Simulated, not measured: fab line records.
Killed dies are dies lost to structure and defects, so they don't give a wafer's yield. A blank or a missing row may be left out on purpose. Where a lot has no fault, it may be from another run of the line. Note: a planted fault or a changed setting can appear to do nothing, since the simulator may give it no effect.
Which tool was responsible? + flow nandHarc + route of 1159 steps, sampled at 1 step: 11 lots, 33 wafers

WHAT THE GAUGES SHOWED, per wafer
NHARC_A_ONON_D1_INSPECT_32.
| lot  | measured     | on               | rawDefectCount |
|------|--------------|------------------|----------------|
| L740 | day 7 19:35  | defectInspect-02 | 64 62 62       |
| L742 | day 8 09:44  | defectInspect-02 | 117 88 83      |
| L741 | day 8 09:55  | defectInspect-02 | 58 52 79       |
| L743 | day 9 02:30  | defectInspect-01 | 39 54 47       |
| L745 | day 9 11:05  | defectInspect-02 | 70 40 92       |
| L747 | day 9 19:11  | defectInspect-01 | 84 44 60       |
| L755 | day 11 22:58 | defectInspect-01 | 74 74 56       |
| L754 | day 11 23:04 | defectInspect-02 | 59 80 62       |
| L759 | day 12 17:44 | defectInspect-02 | 24 37 28       |
| L760 | day 12 17:46 | defectInspect-02 | 46 32 57       |
| L763 | day 13 12:34 | defectInspect-02 | 52 61 36       |

TOOL THAT RAN EACH LOT (tool first, then ch and the chambers of the sampled wafers, then the start)
The record shows no process step preceding these readings.

THE ANSWER, worked out from the rows above alone
Rule: usual is defined by the lots themselves. Put in order of their means at a reading, lots are off if they are a third of the lots or fewer, leave a main group of 4 or more, and stand apart from it by a gap of 3 or more times the standard deviation of the main group's means; of several such gaps the widest counts. A main group whose means are all the same, to the digits that the tables above print for the reading, isn't used. A lot without any number at a reading at which 4 lots or more have one is off too. Where the step has rows for the other lots, those lots are counted as sound.
None of the lots is off at any reading shown; this tells nothing.

WHAT THE SIMULATOR HAD PUT IN
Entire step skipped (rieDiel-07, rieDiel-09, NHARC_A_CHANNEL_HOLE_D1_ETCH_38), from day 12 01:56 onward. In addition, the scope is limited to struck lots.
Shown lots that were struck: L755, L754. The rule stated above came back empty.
